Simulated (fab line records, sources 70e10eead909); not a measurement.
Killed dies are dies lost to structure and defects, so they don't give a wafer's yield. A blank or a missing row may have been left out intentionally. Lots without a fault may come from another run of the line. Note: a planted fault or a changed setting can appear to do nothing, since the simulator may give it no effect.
fab line records -- flow nand_harc
record: lots: 6, wafers: 18, last_day: 33
route steps=1302 shown A_DECK1_JOINT@539 A_ONON_D2@545 END@1302
lots that met no fault: from a run of the same line without faults
start_h: start of the lot's first displayed wafer, in hours after the record's first day -- wait_h: time in hours since the lot's previous step -- " same as the row above -- L1.1+2: one row covering several wafers at once -- - no value, or no start given -- * or withheld: withheld -- < > ~ a bound
route shown NAME@n: names a module that has steps shown in the file, with the first one's number in the route -- usual: mean and standard deviation over wafers with no fault -- same: alike in all rows -- chamber/n: place in a boat -- sites: per-site readings -- _std_site: standard deviation across them -- _edge_site: the outer-site mean with the inner-site mean subtracted -- radius_mm: how far each site lies from the wafer's centre -- mask NAME#n: copy n -- behind: the last tool/chamber to shape the wafer -- hold: why the lot was held/for how many hours/how that ended -- device: whichever transistor did not switch (one of n, p or np) -- end of line: the route-end tests of the same wafers -- step lacking rows: just its recipe -- killed: dies that structure and defects cost at the first sort, which is not the same as the wafer's yield -- map: the dies of a wafer, with x for killed, . for not killed, _ for no die there
set.NAME: the setting as run; set.NAME@STEP: as run at that earlier step -- model.NAME: the simulator's own value behind a step, which no gauge read
a table for each step, a row for each wafer; lots at some steps of the route
services: from which hour (start_h, from the record's first day; less than 0 if before it) a tool's chamber was out of use, for how many hours, and why
== steps ==
step: NHARC_A_DECK1_JOINT_CMP_02
recipe: material: SiOx
usual: motor_current_A: 12.6/1.1
lot.wafer,tool,chamber,start_h,wait_h,motor_current_A
L964.3,cmp-04,1,276.45,0.4,12.9
L964.1,cmp-04,0,276.45,0.4,11.3
L964.5,cmp-04,1,276.45,0.4,13.3
L971.2,cmp-01,1,343.88,0.4,12.1
L971.4,cmp-01,3,343.88,0.4,11.6
L971.5,cmp-01,2,343.88,0.4,13.3
L981.1,cmp-04,1,446.98,0.4,12.8
L981.4,cmp-04,3,446.98,0.4,11.4
L981.3,cmp-04,0,446.98,0.4,11.9
L982.4,cmp-01,1,455.37,0.4,13.0
L982.2,cmp-01,0,455.37,0.4,14.6
L982.6,cmp-01,1,455.37,0.4,11.7
L986.3,cmp-01,0,495.64,0.4,15.5
L986.1,cmp-01,2,495.64,0.4,13.4
L986.4,cmp-01,3,495.64,0.4,12.3
L987.1,cmp-03,2,495.69,0.4,12.2
L987.2,cmp-03,3,495.69,0.4,10.8
L987.5,cmp-03,0,495.69,0.4,12.6
step: NHARC_A_DECK1_JOINT_SRD_15
step: NHARC_A_DECK1_JOINT_DEP_16
recipe: target_thk_a: 450, temp_c: 400, pressure_torr: 6.5, rf_w: 900, teos_flow_sccm: 161.4, flow_sccm: 2650, target_thk_nm: 45, gas: O2, material: SiO2
usual: heater_power_w: 530/100, throttle_valve_pct: 15.8/0.43
lot.wafer,tool,chamber,start_h,wait_h,heater_power_w,throttle_valve_pct
L964.3,pecvd-01,2,276.84,0.1,583,16.0
L964.1,pecvd-01,1,276.84,0.1,443,16.3
L964.5,pecvd-01,1,276.84,0.1,429,16.5
L971.2,pecvd-04,0,344.27,0.1,550,16.5
L971.5,pecvd-04,0,344.27,0.1,538,16.5
L971.4,pecvd-04,2,344.27,0.1,659,15.6
L981.3,pecvd-02,1,447.36,0.1,537,16.0
L981.1,pecvd-02,0,447.36,0.1,413,15.4
L981.4,pecvd-02,0,447.36,0.1,405,15.4
L982.2,pecvd-01,2,455.82,0.1,560,15.7
L982.4,pecvd-01,0,455.82,0.1,728,15.1
L982.6,pecvd-01,1,455.82,0.1,430,15.9
L986.3,pecvd-02,2,496.06,0.1,625,15.2
L986.1,pecvd-02,0,496.06,0.1,348,15.5
L986.4,pecvd-02,1,496.06,0.1,453,16.2
L987.2,pecvd-02,1,496.21,0.2,493,16.4
L987.1,pecvd-02,0,496.21,0.2,418,15.5
L987.5,pecvd-02,2,496.21,0.2,530,15.1
step: NHARC_A_DECK1_JOINT_THK_MEAS_17
recipe: thk_meas_gauge: ellipsometry
usual: thk_nm: 45.0/1.1
lot.wafer,tool,chamber,start_h,wait_h,thk_nm
L964.1,film_metro-01,-,277.11,0.2,45.9
L964.3,film_metro-01,-,277.11,0.2,45.3
L964.5,film_metro-01,-,277.11,0.2,45.8
L971.2,film_metro-01,-,344.55,0.3,45.3
L971.4,film_metro-01,-,344.55,0.3,45.9
L971.5,film_metro-01,-,344.55,0.3,46.0
L981.1,film_metro-02,-,447.64,0.2,44.1
L981.3,film_metro-02,-,447.64,0.2,44.0
L981.4,film_metro-02,-,447.64,0.2,44.9
L982.2,film_metro-02,-,456.04,0.2,44.9
L982.4,film_metro-02,-,456.04,0.2,45.1
L982.6,film_metro-02,-,456.04,0.2,45.9
L986.1,film_metro-01,-,496.31,0.2,46.0
L986.3,film_metro-01,-,496.31,0.2,46.0
L986.4,film_metro-01,-,496.31,0.2,47.9
L987.1,film_metro-01,-,496.49,0.2,45.1
L987.2,film_metro-01,-,496.49,0.2,44.4
L987.5,film_metro-01,-,496.49,0.2,45.7
step: NHARC_A_DECK1_JOINT_INSPECT_05
usual: raw_defect_count: 338/140
lot.wafer,tool,chamber,start_h,wait_h,raw_defect_count
L964.1,defect_inspect-01,-,277.15,0.0,380
L964.3,defect_inspect-01,-,277.15,0.0,345
L964.5,defect_inspect-01,-,277.15,0.0,335
L971.2,defect_inspect-01,-,344.59,0.0,186
L971.4,defect_inspect-01,-,344.59,0.0,217
L971.5,defect_inspect-01,-,344.59,0.0,294
L981.1,defect_inspect-02,-,447.68,0.0,385
L981.3,defect_inspect-02,-,447.68,0.0,287
L981.4,defect_inspect-02,-,447.68,0.0,319
L982.2,defect_inspect-02,-,456.08,0.0,222
L982.4,defect_inspect-02,-,456.08,0.0,245
L982.6,defect_inspect-02,-,456.08,0.0,238
L986.1,defect_inspect-02,-,496.35,0.0,248
L986.3,defect_inspect-02,-,496.35,0.0,419
L986.4,defect_inspect-02,-,496.35,0.0,235
L987.1,defect_inspect-01,-,496.52,0.0,220
L987.2,defect_inspect-01,-,496.52,0.0,259
L987.5,defect_inspect-01,-,496.52,0.0,247
step: NHARC_A_ONON_D2_DEP_00
recipe: target_thk_a: 10000, n2_flow_sccm: 2750, n2o_flow_sccm: 2000, nh3_flow_sccm: 500, sih4_flow_sccm: 210, temp_c: 400
step: NHARC_A_ONON_D2_THK_MEAS_02
recipe: thk_meas_gauge: ellipsometry
usual: thk_nm: 1000/12
lot.wafer,tool,chamber,start_h,wait_h,thk_nm
L964.1,film_metro-01,-,277.73,-,1006
L964.3,film_metro-01,-,277.73,-,1007
L964.5,film_metro-01,-,277.73,-,1007
L971.2,film_metro-01,-,345.17,-,998
L971.4,film_metro-01,-,345.17,-,999
L971.5,film_metro-01,-,345.17,-,998
L981.1,film_metro-01,-,448.25,-,1004
L981.3,film_metro-01,-,448.25,-,1005
L981.4,film_metro-01,-,448.25,-,1005
L982.2,film_metro-02,-,456.66,-,988
L982.4,film_metro-02,-,456.66,-,990
L982.6,film_metro-02,-,456.66,-,989
L986.1,film_metro-01,-,496.93,-,1008
L986.3,film_metro-01,-,496.93,-,1007
L986.4,film_metro-01,-,496.93,-,1007
L987.1,film_metro-01,-,497.10,-,1013
L987.2,film_metro-01,-,497.10,-,1013
L987.5,film_metro-01,-,497.10,-,1013
step: NHARC_A_ONON_D2_DEP_03
recipe: target_thk_a: 10000, n2_flow_sccm: 2750, n2o_flow_sccm: 2000, nh3_flow_sccm: 500, sih4_flow_sccm: 210, temp_c: 400
step: NHARC_A_ONON_D2_THK_MEAS_05
recipe: thk_meas_gauge: ellipsometry
usual: thk_nm: 1000/10
lot.wafer,tool,chamber,start_h,wait_h,thk_nm
L964.1,film_metro-02,-,278.30,-,995
L964.3,film_metro-02,-,278.30,-,992
L964.5,film_metro-02,-,278.30,-,992
L971.2,film_metro-02,-,345.73,-,1005
L971.4,film_metro-02,-,345.73,-,1006
L971.5,film_metro-02,-,345.73,-,1005
L981.1,film_metro-02,-,448.82,-,979
L981.3,film_metro-02,-,448.82,-,979
L981.4,film_metro-02,-,448.82,-,980
L982.2,film_metro-01,-,457.22,-,995
L982.4,film_metro-01,-,457.22,-,995
L982.6,film_metro-01,-,457.22,-,994
L986.1,film_metro-02,-,497.49,-,990
L986.3,film_metro-02,-,497.49,-,989
L986.4,film_metro-02,-,497.49,-,988
L987.1,film_metro-01,-,497.66,-,994
L987.2,film_metro-01,-,497.66,-,994
L987.5,film_metro-01,-,497.66,-,992
step: NHARC_A_ONON_D2_DEP_06
recipe: target_thk_a: 10000, n2_flow_sccm: 2750, n2o_flow_sccm: 2000, nh3_flow_sccm: 500, sih4_flow_sccm: 210, temp_c: 400
step: NHARC_A_ONON_D2_THK_MEAS_08
recipe: thk_meas_gauge: ellipsometry
usual: thk_nm: 999/9.2
lot.wafer,tool,chamber,start_h,wait_h,thk_nm
L964.1,film_metro-02,-,278.86,-,1012
L964.3,film_metro-02,-,278.86,-,1012
L964.5,film_metro-02,-,278.86,-,1014
L971.2,film_metro-01,-,346.30,-,989
L971.4,film_metro-01,-,346.30,-,991
L971.5,film_metro-01,-,346.30,-,992
L981.1,film_metro-02,-,449.38,-,1006
L981.3,film_metro-02,-,449.38,-,1003
L981.4,film_metro-02,-,449.38,-,1007
L982.2,film_metro-02,-,457.79,-,1001
L982.4,film_metro-02,-,457.79,-,1000
L982.6,film_metro-02,-,457.79,-,1001
L986.1,film_metro-01,-,498.06,-,1001
L986.3,film_metro-01,-,498.06,-,1002
L986.4,film_metro-01,-,498.06,-,1001
L987.1,film_metro-01,-,498.23,-,990
L987.2,film_metro-01,-,498.23,-,990
L987.5,film_metro-01,-,498.23,-,989
step: NHARC_A_ONON_D2_DEP_09
recipe: target_thk_a: 10000, n2_flow_sccm: 2750, n2o_flow_sccm: 2000, nh3_flow_sccm: 500, sih4_flow_sccm: 210, temp_c: 400
lot.wafer,tool,chamber,start_h,wait_h
L964.1+3+5,pecvd_onon-04,0,278.92,0.1
L971.2+4+5,pecvd_onon-03,0,346.41,0.1
L981.1+3+4,pecvd_onon-04,0,449.44,0.1
L982.2+4+6,pecvd_onon-04,0,457.90,0.1
L986.1+3+4,pecvd_onon-03,0,498.12,0.1
L987.1+2+5,pecvd_onon-02,0,498.29,0.1
step: NHARC_A_ONON_D2_THK_MEAS_11
recipe: thk_meas_gauge: ellipsometry
usual: thk_nm: 998/11
lot.wafer,tool,chamber,start_h,wait_h,thk_nm
L964.1,film_metro-01,-,279.43,-,1008
L964.3,film_metro-01,-,279.43,-,1006
L964.5,film_metro-01,-,279.43,-,1006
L971.2,film_metro-02,-,346.86,-,1008
L971.4,film_metro-02,-,346.86,-,1007
L971.5,film_metro-02,-,346.86,-,1007
L981.1,film_metro-02,-,449.95,-,1590
L981.3,film_metro-02,-,449.95,-,1589
L981.4,film_metro-02,-,449.95,-,1589
L982.2,film_metro-02,-,458.36,-,1616
L982.4,film_metro-02,-,458.36,-,1617
L982.6,film_metro-02,-,458.36,-,1617
L986.1,film_metro-01,-,498.64,-,986
L986.3,film_metro-01,-,498.64,-,983
L986.4,film_metro-01,-,498.64,-,984
L987.1,film_metro-02,-,498.80,-,978
L987.2,film_metro-02,-,498.80,-,979
L987.5,film_metro-02,-,498.80,-,979
step: NHARC_A_ONON_D2_DEP_12
recipe: target_thk_a: 10000, n2_flow_sccm: 2750, n2o_flow_sccm: 2000, nh3_flow_sccm: 500, sih4_flow_sccm: 210, temp_c: 400
step: NHARC_END_SORT_01
recipe: temp_c: 25
usual: killed_at_array: 55/12, killed_at_other: 1.0/1.2, killed_at_periphery: 3.9/2.6, killed_dies: 60/12, killed_open: 3.3/1.9, killed_short: 2.5/1.8
same: gross_dies: 677
lot.wafer,tool,chamber,start_h,wait_h,killed_at_array,killed_at_other,killed_at_periphery,killed_dies,killed_open,killed_short
L982.2,prober-02,0,730.02,2.8,669,0,8,677,1,2
L982.4,prober-02,0,731.63,3.4,674,0,3,677,5,4
L982.6,prober-02,0,733.23,4.0,672,0,5,677,3,1
L981.1,prober-01,0,731.84,2.5,673,3,1,677,4,1
L981.3,prober-01,0,733.46,3.1,673,0,4,677,3,1
L981.4,prober-01,0,734.26,3.4,672,0,5,677,1,4
killed by level:class
L982.2 A_ONON_D2:area_dep=620 A_SLIT:chamber_film_flake=34 A_CHANNEL_HOLE_D1:chamber_film_flake=8 P_M1:chamber_film_flake=6 A_CONTACT:chamber_film_flake=4 P_M1:geometric_particle:short=1 A_ONON_D2:geometric_particle:short=1 A_WL_FILL:geometric_particle:open=1
L982.4 A_ONON_D2:area_dep=613 A_SLIT:chamber_film_flake=33 A_CHANNEL_HOLE_D1:chamber_film_flake=11 A_STAIRCASE:chamber_film_flake=5 A_CONTACT:chamber_film_flake=3 A_ONON_D1:geometric_particle:short=2 P_M1:geometric_particle:open=1 P_M1:geometric_particle:short=1
L981.1 A_ONON_D2:area_dep=617 A_SLIT:chamber_film_flake=32 A_CHANNEL_HOLE_D1:chamber_film_flake=8 A_CONTACT:chamber_film_flake=6 THIN_TSV:chamber_film_flake=3 A_CHANNEL_FILL_D1:chamber_film_flake=2 A_STAIRCASE:chamber_film_flake=2 A_DECK1_JOINT:geometric_particle:open=1
L982.6 A_ONON_D2:area_dep=625 A_SLIT:chamber_film_flake=29 A_CHANNEL_HOLE_D1:chamber_film_flake=8 A_DECK1_JOINT:geometric_particle:open=3 P_M1:chamber_film_flake=3 A_CONTACT:chamber_film_flake=3 A_ONON_D1:geometric_particle:short=1 P_GATE:chamber_film_flake=1
L981.3 A_ONON_D2:area_dep=622 A_SLIT:chamber_film_flake=31 A_CHANNEL_HOLE_D1:chamber_film_flake=7 A_CONTACT:chamber_film_flake=4 P_STI:chamber_film_flake=2 A_DECK1_JOINT:chamber_film_flake=2 A_WL_FILL:chamber_film_flake=2 A_DECK1_JOINT:geometric_particle:open=1
L981.4 A_ONON_D2:area_dep=613 A_SLIT:chamber_film_flake=35 A_CHANNEL_HOLE_D1:chamber_film_flake=9 A_CONTACT:chamber_film_flake=5 P_STI:chamber_film_flake=3 A_CHANNEL_FILL_D2:geometric_particle:short=2 P_GATE:chamber_film_flake=2 A_ONON_D1:geometric_particle:open=1
map L981.1 (x killed, . not)
____________x____________
_________xxxxxxx_________
_______xxxxxxxxxxx_______
______xxxxxxxxxxxxx______
_____xxxxxxxxxxxxxxx_____
____xxxxxxxxxxxxxxxxx____
____xxxxxxxxxxxxxxxxx____
___xxxxxxxxxxxxxxxxxxx___
___xxxxxxxxxxxxxxxxxxx___
__xxxxxxxxxxxxxxxxxxxxx__
__xxxxxxxxxxxxxxxxxxxxx__
_xxxxxxxxxxxxxxxxxxxxxxx_
_xxxxxxxxxxxxxxxxxxxxxxx_
_xxxxxxxxxxxxxxxxxxxxxxx_
_xxxxxxxxxxxxxxxxxxxxxxx_
_xxxxxxxxxxxxxxxxxxxxxxx_
xxxxxxxxxxxxxxxxxxxxxxxxx
xxxxxxxxxxxxxxxxxxxxxxxxx
xxxxxxxxxxxxxxxxxxxxxxxxx
xxxxxxxxxxxxxxxxxxxxxxxxx
xxxxxxxxxxxxxxxxxxxxxxxxx
_xxxxxxxxxxxxxxxxxxxxxxx_
_xxxxxxxxxxxxxxxxxxxxxxx_
_xxxxxxxxxxxxxxxxxxxxxxx_
_xxxxxxxxxxxxxxxxxxxxxxx_
_xxxxxxxxxxxxxxxxxxxxxxx_
__xxxxxxxxxxxxxxxxxxxxx__
__xxxxxxxxxxxxxxxxxxxxx__
___xxxxxxxxxxxxxxxxxxx___
___xxxxxxxxxxxxxxxxxxx___
____xxxxxxxxxxxxxxxxx____
____xxxxxxxxxxxxxxxxx____
_____xxxxxxxxxxxxxxx_____
______xxxxxxxxxxxxx______
_______xxxxxxxxxxx_______
_________xxxxxxx_________
____________x____________
map L982.2 (x killed, . not)
____________x____________
_________xxxxxxx_________
_______xxxxxxxxxxx_______
______xxxxxxxxxxxxx______
_____xxxxxxxxxxxxxxx_____
____xxxxxxxxxxxxxxxxx____
____xxxxxxxxxxxxxxxxx____
___xxxxxxxxxxxxxxxxxxx___
___xxxxxxxxxxxxxxxxxxx___
__xxxxxxxxxxxxxxxxxxxxx__
__xxxxxxxxxxxxxxxxxxxxx__
_xxxxxxxxxxxxxxxxxxxxxxx_
_xxxxxxxxxxxxxxxxxxxxxxx_
_xxxxxxxxxxxxxxxxxxxxxxx_
_xxxxxxxxxxxxxxxxxxxxxxx_
_xxxxxxxxxxxxxxxxxxxxxxx_
xxxxxxxxxxxxxxxxxxxxxxxxx
xxxxxxxxxxxxxxxxxxxxxxxxx
xxxxxxxxxxxxxxxxxxxxxxxxx
xxxxxxxxxxxxxxxxxxxxxxxxx
xxxxxxxxxxxxxxxxxxxxxxxxx
_xxxxxxxxxxxxxxxxxxxxxxx_
_xxxxxxxxxxxxxxxxxxxxxxx_
_xxxxxxxxxxxxxxxxxxxxxxx_
_xxxxxxxxxxxxxxxxxxxxxxx_
_xxxxxxxxxxxxxxxxxxxxxxx_
__xxxxxxxxxxxxxxxxxxxxx__
__xxxxxxxxxxxxxxxxxxxxx__
___xxxxxxxxxxxxxxxxxxx___
___xxxxxxxxxxxxxxxxxxx___
____xxxxxxxxxxxxxxxxx____
____xxxxxxxxxxxxxxxxx____
_____xxxxxxxxxxxxxxx_____
______xxxxxxxxxxxxx______
_______xxxxxxxxxxx_______
_________xxxxxxx_________
____________x____________
== services ==
tool,chamber,start_h,hours,kind
cmp-03,-,260.00,4.0,pm
pecvd-04,-,269.44,13.0,pm
cmp-01,-,283.41,0.8,repair
cmp-04,-,307.47,4.0,pm
pecvd-01,-,311.00,13.0,pm
pecvd_onon-04,-,311.52,13.0,pm
cmp-01,-,314.19,4.7,repair
cmp-04,-,332.34,18.0,repair
pecvd-04,-,337.53,2.8,repair
pecvd-04,2,347.69,5.7,repair
cmp-01,-,382.19,4.0,pm
cmp-01,-,396.42,3.5,repair
cmp-04,-,405.47,4.0,pm
pecvd_onon-03,-,408.00,13.0,pm
pecvd-02,-,408.13,13.0,pm
cmp-04,-,418.38,2.7,repair
pecvd-01,-,424.07,3.4,repair
cmp-04,-,453.16,2.5,repair
cmp-01,-,480.19,4.0,pm
pecvd-02,-,481.12,0.6,repair
pecvd_onon-04,-,481.16,3.3,repair
pecvd-01,-,492.00,13.0,pm
cmp-04,-,492.23,0.7,repair
pecvd_onon-04,-,492.52,13.0,pm
== key ==
first_sign: step: NHARC_A_ONON_D2_THK_MEAS_11, reading: thk_nm, direction: up, sigmas: 58, usual: 998, struck: 1603
effect: step: NHARC_END_SORT_01, reading: killed_dies, direction: up, sigmas: 52, usual: 60, struck: 677
more_kills_born_at: NHARC_A_ONON_D2_DEP_09@pecvd_onon-04: 3710
met_at NHARC_A_ONON_D2_DEP_09
struck_wafers L981.1,L981.3,L981.4,L982.2,L982.4,L982.6
later_rows_left_out L981.1,L981.3,L981.4,L982.2,L982.4,L982.6
tester_left_out L981,L982
onset_between 278.92 449.44
fault: kind: process_parameter_drift, tool: pecvd_onon-04, chamber: -, onset_h: 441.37, steps: NHARC_A_ONON_D2_DEP_09, channel: target_thk_a, offset: *, shape: step, end_h: 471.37, acts_in: *, stated: *
tester_left_out: of these lots the tester's yield and bins aren't shown, on N5 and GAA mostly nor the transistor test; their killed dies are dies lost to structure and defects alone, not to doping, threshold or leakage, so they don't give the yield
later_rows_left_out: the simulator's readings of these wafers behind a module that went badly wrong aren't trusted and aren't shown, but for the sort
